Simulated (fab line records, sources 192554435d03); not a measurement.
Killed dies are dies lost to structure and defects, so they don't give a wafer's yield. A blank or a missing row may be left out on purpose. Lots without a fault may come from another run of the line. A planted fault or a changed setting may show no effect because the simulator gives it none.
fab line records | flow n5_finfet
record lots=7 wafers=21 last_day=16
route steps=1938 shown BEOL_M4@1043
lots that met no fault: from a run of the same line without faults
start_h: hours from the record's first day to the start of the lot's first wafer shown | wait_h: hours since the lot's step before | " the same as in the row above | L1.1+2: a row that stands for several wafers | - no value, or no start given | * or withheld: withheld | < > ~ a bound
route shown NAME@n: a module of which the file shows steps, and the number in the route of the first | usual: mean/standard deviation of fault-free wafers | same: alike in all rows | chamber/n: place in a boat | sites: the reading at each site | _std_site: their standard deviation | _edge_site: outer sites' mean less inner sites' | radius_mm: how far each site lies from the wafer's centre | mask NAME#n: copy n | behind: the tool/chamber that last shaped the wafer | hold: why the lot was held/for how many hours/how that ended | device: the transistor (n, p or np) that didn't switch | end of line: the same wafers' tests at the end of the route | a step without rows: its recipe alone | killed: dies lost to structure and defects at the first sort, not the wafer's yield | map: a wafer's dies, x killed, . not, _ none there
set.NAME: the setting as run; set.NAME@STEP: as run at that earlier step | model.NAME: the simulator's own value behind a step, which no gauge read
steps of the route over a sample of lots; a table a step, a row a wafer
services: from which hour (start_h, from the record's first day; less than 0 if before it) a tool's chamber was out of use, for how many hours, and why
## steps
# step N5_BEOL_M4_STRIP_66
# recipe chemistry=CF4 resist=SiARC power_w=300 bias_power_w=75 pressure_mtorr=50 cf4_flow_sccm=150 rf_frequency_hz=6e+07
# usual drypump_motor_current_A=5.7/0.43 oes_product_au=0.77/0.073 power_w=300.0/0.99 rf_vpp_V=271.5/1.8 showerhead_plenum_p_Torr=1.82/0.066 throttle_valve_pct=13.61/0.27
# columns lot.wafer tool chamber start_h wait_h drypump_motor_current_A oes_product_au power_w rf_hours_counter_h rf_vpp_V showerhead_plenum_p_Torr throttle_valve_pct
L646.1 rie_diel-01 1 162.04 0.0 5.6 0.85 300.2 46 273.9 1.90 13.32
L646.2 " 2 " " 5.0 0.70 299.8 231 272.0 1.84 13.99
L646.5 " 3 " " 6.2 0.76 299.6 - 271.7 1.88 13.59
L647.2 rie_diel-06 3 173.17 0.0 6.4 0.75 300.2 131 271.9 1.81 13.83
L647.4 " 0 " " 5.7 0.90 299.6 21 269.8 1.76 13.29
L647.5 " 3 " " 6.4 0.75 300.8 - 269.5 1.81 13.83
L652.1 rie_diel-01 2 203.37 0.0 5.0 0.69 301.1 240 271.6 1.84 13.99
L652.2 " 0 " " 5.6 0.73 299.1 190 268.6 1.72 13.84
L652.3 " 1 " " 5.6 0.82 299.5 64 273.0 1.89 13.35
L653.1 rie_diel-01 0 213.17 0.0 5.6 0.72 300.9 193 269.6 1.72 13.85
L653.3 " 2 " " 5.0 0.69 299.1 244 271.5 1.84 14.01
L653.5 " 0 " " 5.6 0.73 299.3 - 268.9 1.72 13.85
L663.4 rie_diel-02 2 268.56 0.0 6.1 0.75 300.3 139 271.7 1.87 13.48
L663.5 " 2 " " 6.1 0.74 299.9 - 271.1 1.87 13.48
L663.6 " 3 " " 5.8 0.72 299.5 - 269.8 1.72 13.48
L666.1 rie_diel-01 3 279.80 0.0 6.2 0.73 299.8 169 272.0 1.87 13.71
L666.2 " 1 " " 5.6 0.79 299.9 98 274.2 1.88 13.45
L666.3 " 0 " " 5.6 0.70 301.3 226 269.1 1.71 13.93
L664.1 rie_diel-06 2 283.09 0.0 5.4 0.70 300.2 214 273.2 1.84 14.04
L664.4 " 3 " " 6.4 0.73 299.5 - 271.2 1.79 13.91
L664.6 " 2 " " 5.4 0.70 300.0 - 272.2 1.84 14.03
# step N5_BEOL_M4_STRIP_36
# recipe chemistry=N2/H2 power_w=450 temp_c=40 pressure_mtorr=20 rf_frequency_hz=6e+07 overash_fraction=0.3 bias_power_w=7 h2_frac=0.5 n2_flow_sccm=200 h2_flow_sccm=200
# usual drypump_motor_current_A=5.8/0.44 oes_product_au=0.79/0.084 power_w=449.9/1.4 rf_vpp_V=59.2/1.4 showerhead_plenum_p_Torr=2.57/0.1 temp_c=39.98/0.1 throttle_valve_pct=23.63/0.27
# columns lot.wafer tool chamber start_h wait_h drypump_motor_current_A oes_product_au power_w rf_hours_counter_h rf_vpp_V showerhead_plenum_p_Torr temp_c throttle_valve_pct
L646.1 rie_diel-02 2 167.70 0.0 6.1 0.78 451.8 106 59.6 2.66 39.99 23.51
L646.2 " 0 " " 5.5 0.66 450.5 250 59.1 2.39 40.01 23.70
L646.5 " 1 " " 6.5 0.71 451.4 - 59.2 2.62 40.14 23.83
L647.2 rie_diel-02 2 179.65 0.0 6.1 0.79 448.3 111 59.4 2.66 39.95 23.52
L647.4 " 1 " " 6.5 0.70 453.7 - 58.7 2.62 40.04 23.79
L647.5 " 2 " " 6.1 0.78 448.0 - 60.3 2.66 39.83 23.53
L652.1 rie_diel-01 3 211.71 0.0 6.2 0.76 452.1 143 61.8 2.65 39.89 23.71
L652.2 " 2 " " 5.0 0.69 449.8 243 60.3 2.61 40.03 24.01
L652.3 " 1 " " 5.6 0.84 453.0 67 61.5 2.68 39.75 23.39
L653.1 rie_diel-02 1 222.62 0.0 6.5 0.70 449.8 237 56.9 2.62 39.89 23.87
L653.3 " 0 " " 5.5 0.94 448.4 14 59.3 2.71 39.77 23.42
L653.5 " 2 " " 6.1 0.77 447.7 - 59.6 2.65 39.91 23.58
L663.4 rie_diel-02 2 273.71 0.0 6.1 0.75 450.4 141 58.4 2.65 40.10 23.55
L663.5 " 1 " " 6.5 0.69 451.0 - 58.8 2.61 39.94 23.88
L663.6 " 0 " " 5.5 0.92 448.7 - 61.6 2.70 39.98 23.44
L666.1 rie_diel-01 3 281.96 0.0 6.2 0.73 449.7 170 60.4 2.64 39.93 23.74
L666.2 " 1 " " 5.6 0.80 451.2 99 59.2 2.67 39.90 23.45
L666.3 " 2 " " 5.0 0.96 450.3 4 58.5 2.60 40.03 23.60
L664.1 rie_diel-02 0 284.98 0.0 5.5 0.90 449.9 31 59.1 2.70 40.12 23.46
L664.4 " 2 " " 6.1 0.73 448.9 - 57.6 2.64 40.03 23.59
L664.6 " 3 " " 5.9 0.71 450.0 - 58.2 2.43 39.91 23.34
# step N5_BEOL_M4_TRENCH_ETCH_37
# recipe chemistry=C4F6/O2 target_depth_a=555.55 target=SiOC time_s=29.2 ion_energy_ev=250 pressure_mtorr=30 source_w=355 bias_w=185 Ar_flow_sccm=300 C4F6_flow_sccm=10 O2_flow_sccm=10
# usual drypump_motor_current_A=5.8/0.44 oes_f_703_au=0.79/0.079 oes_o_777_au=0.79/0.079 oes_product_au=0.79/0.083 rf_fwd_power_W=350.5/1.7 rf_vpp_V=664/5.4 showerhead_plenum_p_Torr=2.88/0.1 throttle_valve_pct=20.82/0.21
# same time_s=29.2
# columns lot.wafer tool chamber start_h wait_h drypump_motor_current_A oes_f_703_au oes_o_777_au oes_product_au rf_fwd_power_W rf_hours_counter_h rf_vpp_V showerhead_plenum_p_Torr throttle_valve_pct
L646.1 rie_diel-02 2 167.74 - 6.1 0.80 0.82 0.79 350.2 106 666 2.99 20.72
L646.2 " 0 " " 5.5 0.69 0.69 0.68 351.3 250 654 2.69 20.86
L646.5 " 1 " " 6.5 0.72 0.72 0.71 350.7 - 659 2.92 20.88
L647.2 rie_diel-02 2 179.69 - 6.1 0.79 0.80 0.78 348.7 111 665 2.99 20.73
L647.4 " 1 " " 6.5 0.72 0.72 0.71 352.8 - 656 2.92 20.88
L647.5 " 2 " " 6.1 0.79 0.80 0.77 349.4 - 667 2.99 20.74
L652.1 rie_diel-01 3 211.75 - 6.2 0.76 0.76 0.76 350.9 143 670 2.95 20.80
L652.2 " 2 " " 5.0 0.70 0.70 0.69 351.9 243 655 2.92 21.23
L652.3 " 1 " " 5.6 0.82 0.82 0.84 349.0 67 674 3.00 20.67
L653.1 rie_diel-02 1 222.66 - 6.5 0.71 0.72 0.69 351.5 237 658 2.91 20.91
L653.3 " 0 " " 5.5 0.93 0.93 0.95 351.0 14 665 3.03 20.54
L653.5 " 2 " " 6.1 0.78 0.79 0.77 350.6 - 666 2.98 20.76
L663.4 rie_diel-02 2 273.75 - 6.1 0.56 0.58 0.70 267.0 141 766 2.97 20.77
L663.5 " 1 " " 6.5 0.69 0.70 0.68 352.5 - 660 2.90 20.92
L663.6 " 0 " " 5.5 0.90 0.91 0.90 352.5 - 665 3.02 20.54
L666.1 rie_diel-01 3 282.00 - 6.2 0.74 0.74 0.73 351.4 170 670 2.94 20.85
L666.2 " 1 " " 5.6 0.79 0.78 0.79 349.0 99 673 2.98 20.70
L666.3 " 2 " " 5.0 0.97 0.98 0.97 349.7 5 656 2.91 20.84
L664.1 rie_diel-02 0 285.02 - 5.5 0.89 0.90 0.90 350.7 31 666 3.02 20.55
L664.4 " 2 " " 6.1 0.55 0.57 0.70 264.7 - 766 2.97 20.77
L664.6 " 3 " " 5.8 0.72 0.72 0.72 350.8 - 667 2.74 20.76
# step N5_BEOL_M4_OCD_MEAS_38
# usual trench_depth_nm=55.5/0.77
# columns lot.wafer tool chamber start_h wait_h trench_depth_nm
L646.1 ocd-01 - 167.89 - 56.3
L646.2 " - " " 54.8
L646.5 " - " " 55.9
L647.2 ocd-02 - 179.85 - 56.0
L647.4 " - " " 55.7
L647.5 " - " " 54.8
L652.1 ocd-02 - 211.90 - 56.3
L652.2 " - " " 54.6
L652.3 " - " " 56.0
L653.1 ocd-01 - 222.81 - 55.7
L653.3 " - " " 56.7
L653.5 " - " " 55.2
L663.4 ocd-01 - 273.91 - 49.4
L663.5 " - " " 54.9
L663.6 " - " " 56.4
L666.1 ocd-02 - 282.15 - 55.0
L666.2 " - " " 55.3
L666.3 " - " " 56.5
L664.1 ocd-01 - 285.18 - 56.4
L664.4 " - " " 49.5
L664.6 " - " " 55.2
# step N5_BEOL_M4_ALD_84
# recipe material=TaN target_thk_a=* temp_c=275 ald_precursor_family=PDMAT ald_co_reactant=NH3 pressure_torr=3 carrier_flow_sccm=1500 pulse_time_s=2 purge_time_s=3 co_reactant_purge_time_s=2 co_reactant_pulse_time_s=3 ald_cycles=30 precursor_vessel_temp_c=75 precursor_vessel_pressure_torr=26.25 precursor_vessel_carrier_sccm=1000
# usual heater_power_w=439/34
# columns lot.wafer tool chamber start_h wait_h heater_power_w
L646.1 ald_metal-01 0 168.86 0.2 418
L646.2 " 3 " " 464
L646.5 " 0 " " 421
L647.2 ald_metal-04 1 180.18 0.1 469
L647.4 " 1 " " 455
L647.5 " 2 " " 442
L652.1 ald_metal-02 2 212.43 0.1 437
L652.2 " 1 " " 441
L652.3 " 3 " " 469
L653.1 ald_metal-01 3 223.57 0.1 481
L653.3 " 2 " " 359
L653.5 " 3 " " 484
L663.4 ald_metal-04 1 274.54 0.0 459
L663.5 " 0 " " 465
L663.6 " 3 " " 424
L666.1 ald_metal-02 2 282.83 0.1 439
L666.2 " 0 " " 406
L666.3 " 3 " " 457
L664.1 ald_metal-02 1 285.66 0.0 437
L664.4 " 2 " " 427
L664.6 " 2 " " 429
# step N5_BEOL_M4_THK_MEAS_53
# recipe thk_meas_gauge=xrf reads=Cu_of_BEOL_M4_ECD_50
# usual M4_THK=39.9/1.2
# columns lot.wafer tool chamber start_h wait_h M4_THK[nm]
L646.1 film_metro-01 - 173.67 - 40.0
L646.2 " - " " 39.3
L646.5 " - " " 40.9
L647.2 film_metro-01 - 185.13 - 40.4
L647.4 " - " " 39.4
L647.5 " - " " 38.8
L652.1 film_metro-02 - 215.70 - 42.5
L652.2 " - " " 40.4
L652.3 " - " " 42.9
L653.1 film_metro-01 - 226.90 - 40.4
L653.3 " - " " 42.9
L653.5 " - " " 40.3
L663.4 film_metro-02 - 277.61 - 34.0
L663.5 " - " " 40.0
L663.6 " - " " 42.9
L666.1 film_metro-02 - 286.07 - 37.8
L666.2 " - " " 37.9
L666.3 " - " " 39.4
L664.1 film_metro-02 - 288.66 - 40.3
L664.4 " - " " 33.1
L664.6 " - " " 38.2
# step N5_BEOL_M4_RS_MEAS_58
# recipe thk_meas_gauge=four-point-probe reads=Co_of_BEOL_M4_CO_CAP_55+Cu_of_BEOL_M4_ECD_50+Co_of_BEOL_M4_CVD_47+TaN_of_BEOL_M4_ALD_84
# usual M4_RS=0.672/0.027
# columns lot.wafer tool chamber start_h wait_h M4_RS[ohm/sq]
L646.1 film_metro-01 - 174.01 0.0 0.669
L646.2 " - " " 0.682
L646.5 " - " " 0.650
L647.2 film_metro-01 - 185.39 0.1 0.664
L647.4 " - " " 0.682
L647.5 " - " " 0.700
L652.1 film_metro-02 - 215.96 0.0 0.628
L652.2 " - " " 0.676
L652.3 " - " " 0.623
L653.1 film_metro-02 - 227.16 0.0 0.658
L653.3 " - " " 0.611
L653.5 " - " " 0.657
L663.4 film_metro-01 - 277.90 0.1 0.824
L663.5 " - " " 0.667
L663.6 " - " " 0.613
L666.1 film_metro-01 - 286.33 0.0 0.719
L666.2 " - " " 0.711
L666.3 " - " " 0.683
L664.1 film_metro-02 - 288.92 0.0 0.662
L664.4 " - " " 0.854
L664.6 " - " " 0.710
# step N5_BEOL_M4_RC_MEAS_101
# usual DIBL_N=36.5/1.4 DIBL_P=36.6/1.6 IOFF_N=0.160/0.024 IOFF_P=0.217/0.029 ION_N=674/8.7 ION_P=464/6.5 SERP_M4_max_site=210/15 SS_N=71.6/0.47 SS_P=73.4/0.57 VT_N=250.0/2.5 VT_P=-250/3.1
# columns lot.wafer tool chamber start_h wait_h DIBL_N[mV/V] DIBL_P[mV/V] IOFF_N[nA/um] IOFF_P[nA/um] ION_N[uA/um] ION_P[uA/um] SERP_M4_max_site[ohm/um] SS_N[mV/dec] SS_P[mV/dec] VT_N[mV] VT_P[mV]
L646.1 prober-02 0 174.07 0.0 34.3 35.8 0.140 0.193 663 465 207 71.6 72.8 250.5 -251
L646.2 " 0 " " 35.2 36.7 0.143 0.203 666 461 228 71.8 72.6 251.5 -251
L646.5 " 0 " " 35.5 36.3 0.152 0.208 671 462 195 71.7 73.3 249.1 -249
L647.2 prober-01 0 185.60 0.2 36.9 37.8 0.177 0.222 669 460 212 71.7 73.2 248.6 -249
L647.4 " 0 " " 34.8 34.3 0.138 0.175 678 463 217 70.9 73.1 253.1 -252
L647.5 " 0 " " 37.4 37.7 0.188 0.220 690 466 208 71.8 74.0 247.8 -250
L652.1 prober-01 0 216.01 0.0 38.3 38.1 0.188 0.269 683 473 195 71.7 74.7 248.0 -245
L652.2 " 0 " " 35.9 33.7 0.130 0.193 663 467 208 71.6 72.2 253.9 -249
L652.3 " 0 " " 37.5 36.4 0.166 0.238 663 462 201 72.2 73.8 250.4 -250
L653.1 prober-01 0 227.21 0.0 36.3 37.3 0.169 0.261 678 474 179 71.1 74.2 248.6 -245
L653.3 " 0 " " 37.1 37.9 0.187 0.267 673 474 172 72.0 73.4 245.1 -243
L653.5 " 0 " " 36.9 37.7 0.176 0.256 689 474 197 71.9 73.4 248.4 -244
L663.4 prober-01 0 278.41 0.5 36.7 38.8 0.167 0.226 666 463 264 72.0 74.2 249.4 -253
L663.5 " 0 " " 36.8 39.0 0.173 0.231 669 459 209 71.6 73.8 250.7 -250
L663.6 " 0 " " 35.0 36.9 0.146 0.194 672 460 181 71.7 73.3 250.6 -252
L666.1 prober-01 0 286.38 0.0 35.9 35.8 0.153 0.224 681 465 228 71.5 73.0 249.2 -249
L666.2 " 0 " " 34.7 34.1 0.133 0.208 670 466 231 70.7 73.3 252.9 -246
L666.3 " 0 " " 35.5 34.8 0.139 0.221 662 465 218 71.4 73.3 250.5 -246
L664.1 prober-02 0 288.97 0.0 36.2 36.9 0.150 0.209 667 461 205 72.2 73.3 252.9 -251
L664.4 " 0 " " 35.5 36.7 0.149 0.202 673 465 245 71.7 73.1 250.4 -252
L664.6 " 0 " " 36.5 37.8 0.161 0.225 674 464 227 72.0 73.4 252.8 -250
## services
# columns tool chamber start_h hours kind
rie_diel-06 - 152.14 4.3 pm
ald_metal-04 - 156.55 0.9 repair
rie_diel-02 - 161.27 0.4 repair
rie_diel-02 0 168.03 - clean
rie_diel-02 0 168.03 - consumable_replace:focus_ring
rie_diel-02 0 168.03 - consumable_replace:showerhead
rie_diel-02 0 168.03 16.3 scheduled_down
rie_diel-02 0 168.03 16.3 vent_cycle
ald_metal-04 3 172.03 16.8 repair
rie_diel-01 2 185.30 17.7 repair
rie_diel-02 1 195.81 5.5 repair
rie_diel-02 3 198.03 6.0 repair
ald_metal-01 0 211.37 11.5 repair
ald_metal-01 1 217.23 12.6 repair
ald_metal-02 3 230.95 3.0 repair
rie_diel-01 2 231.57 - clean
rie_diel-02 - 241.53 15.6 pm
ald_metal-04 - 264.02 2.8 pm
ald_metal-01 0 264.08 25.0 repair
rie_diel-06 1 266.28 23.2 repair
rie_diel-02 1 277.02 - clean
rie_diel-02 1 277.02 - consumable_replace:focus_ring
rie_diel-02 1 277.02 15.9 scheduled_down
rie_diel-02 1 277.02 15.9 vent_cycle
## key
first_sign step=N5_BEOL_M4_TRENCH_ETCH_37 reading=rf_fwd_power_W direction=down sigmas=49 usual=* struck=*
effect step=N5_BEOL_M4_TRENCH_ETCH_37 reading=rf_vpp_V direction=up sigmas=19 usual=664 struck=766
effect step=N5_BEOL_M4_OCD_MEAS_38 reading=trench_depth_nm direction=down sigmas=7.9 usual=55.5 struck=49.4
effect step=N5_BEOL_M4_THK_MEAS_53 reading=M4_THK direction=down sigmas=5.1 usual=39.9 struck=33.5
effect step=N5_BEOL_M4_RS_MEAS_58 reading=M4_RS direction=up sigmas=6.2 usual=0.672 struck=0.839
effect step=N5_BEOL_M4_RC_MEAS_101 reading=SERP_M4_max_site direction=up sigmas=2.9 usual=210 struck=254
met_at N5_BEOL_M4_TRENCH_ETCH_37
struck_lots L663,L664
struck_wafers L663.4,L664.4
not_acting_at N5_BEOL_M4_STRIP_66,N5_BEOL_M4_STRIP_36,N5_BEOL_M4_ALD_84
onset_between 222.66 273.75
fault kind=process_parameter_drift tool=rie_diel-02 chamber=2 onset_h=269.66 steps=N5_BEOL_M4_TRENCH_ETCH_37 channel=source_w offset=-85.2 shape=step end_h=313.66 acts_in=these_recipes_only stated=355
